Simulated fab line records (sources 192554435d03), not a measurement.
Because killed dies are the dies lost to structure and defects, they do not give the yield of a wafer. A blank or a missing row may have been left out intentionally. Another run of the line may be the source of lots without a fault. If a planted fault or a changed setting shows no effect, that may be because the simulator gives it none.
A struck lot beside a sound one | flow n5Finfet | 26 out of 1938 route steps
Sound: these wafers, L278.2, L278.3, L278.6. Struck: wafer L294.4 (L294.1, L294.6, from the same lot, were not struck and are left out); the cause is given at the end.
At each step with rows: each side's tool, then ch and its chambers, then its first start. Under that, the readings that differ: sound wafers | struck wafers | difference of the means | sigmas: that difference in standard deviations of wafers without a fault.
alike: readings with means less than 2 such deviations apart, plus words and numbers identical on both sides. not compared: withheld readings, readings lacking a value on some wafer, bounds such as >300 that could conceal the same value, and numbers that have no deviation in the record and whose values overlap.
A row with sigmas, a row that says differs or no value, or rows on one side alone: a step with any of these is where the two part. When numbers do not overlap yet have no deviation, they are printed without sigmas and do not part them. A reading missing from all wafers of one side parts the sides only when that side holds two or more wafers.

first, 12 steps without rows for these wafers: N5_HKMG_FIN_STRIP_93 (strips SOC in N2/H2, time 20 s); N5_HKMG_FIN_WET_ETCH_76 (etches Al2O3 in dNH4OH, stops on La2O3, target depth 2.25 nm, rinse time 30 s); N5_HKMG_FIN_STRIP_60 (strips in N2/H2, time 360 s); N5_HKMG_FIN_WET_ETCH_77 (etches La2O3 in dHCl, stops on HfO2, target depth 2 nm); N5_HKMG_FIN_WET_ETCH_78 (etches Al2O3 in dNH4OH, stops on La2O3, target depth 4.5 nm, rinse time 30 s); N5_HKMG_FIN_ALD_79 (deposits TiN, target thk 1.5 nm, pulse time 1 s, purge time 3 s); N5_HKMG_FIN_CVD_62 (deposits a-Si from Si2H6, target thk 3 nm, time 20.8 s); N5_HKMG_FIN_RTA_80 (time 2 s); N5_HKMG_FIN_PRECLEAN_64 (cleans in dHF, time 30 s); N5_HKMG_FIN_WET_ETCH_65 (etches a-Si in TMAH, stops on TiN, time 49 s, target depth 3 nm); N5_HKMG_FIN_WET_ETCH_81 (etches TiN in SC1, stops on HfO2, time 57 s, target depth 6 nm); N5_HKMG_FIN_WET_ETCH_82 (etches La2O3 in dHCl, stops on HfO2, target depth 2 nm, rinse time 30 s).
N5_HKMG_FIN_ALD_36: deposits TiN, target thk 1 nm, pulse time 1 s, purge time 3 s.
  sound on aldMetal-02 ch 1,2,3, day 5 22:52; struck on aldMetal-02 ch 2, day 10 00:59
  alike: heaterPowerW, precursorPulseHeightRel
then, 9 steps without rows for these wafers: N5_HKMG_FIN_PWFM_ALD_03 (deposits TiN, target thk 2 nm, pulse time 1 s, purge time 3 s); N5_HKMG_FIN_COAT_29 (time 60 s, resist thk 300 nm); N5_HKMG_FIN_COAT_30 (time 60 s, resist thk 35 nm); N5_HKMG_FIN_COAT_06 (resist thk 90 nm); N5_HKMG_FIN_EBR_08; N5_HKMG_FIN_SOFTBAKE_07 (time 60 s); N5_HKMG_FIN_EXPOSE_09 (exposes mask NWFM); N5_HKMG_FIN_PEB_10 (peb time 60 s); N5_HKMG_FIN_DEVELOP_11 (develop time 30 s).
N5_HKMG_FIN_INSPECT_14: inspects for defects (macro).
  sound on defectInspect-02 at day 6 00:13; struck on defectInspect-02 at day 10 02:11
reading        | sound | struck | difference | sigmas
rawDefectCount | 3 3 3 | >300   | differs    | 
then, 1 step without rows for these wafers: N5_HKMG_FIN_DESCUM_17 (chemistry O2, time 7.9 s).
-- here the record skips 5 days between the struck wafers' starts before and after, leaving off in module HKMG_FIN and picking up in module BEOL_M4 (first step shown: number 1111 of the route) --
N5_BEOL_M4_RC_MEAS_101:
  sound on prober-01 ch 0, day 11 04:07; struck on prober-02 ch 0, day 14 23:11
reading        | sound          | struck | difference | sigmas
IOFF_P (nA/um) | 0.15 0.21 0.17 | 0.26   | +0.08      | +2
ION_P (uA/um)  | 438 449 444    | 464    | +20        | +2
VT_P (mV)      | -256 -255 -257 | -245   | +11        | +3
  alike: DIBL_N, DIBL_P, IOFF_N, ION_N, SS_N, SS_P, VT_N
-- here the record skips 4 days between the struck wafers' starts before and after, leaving off in module BEOL_M4 and picking up in module PASSIVATION (first step shown: number 1936 of the route) --
N5_PASSIVATION_PROBE_49:
  record: rows for the struck wafers here (prober-01, day 19 06:30), none for the sound ones

== WHERE THEY PART ==
At N5_HKMG_FIN_INSPECT_14 first; at N5_PASSIVATION_PROBE_49 last (within this record only).

WHY: the cause the simulator had injected
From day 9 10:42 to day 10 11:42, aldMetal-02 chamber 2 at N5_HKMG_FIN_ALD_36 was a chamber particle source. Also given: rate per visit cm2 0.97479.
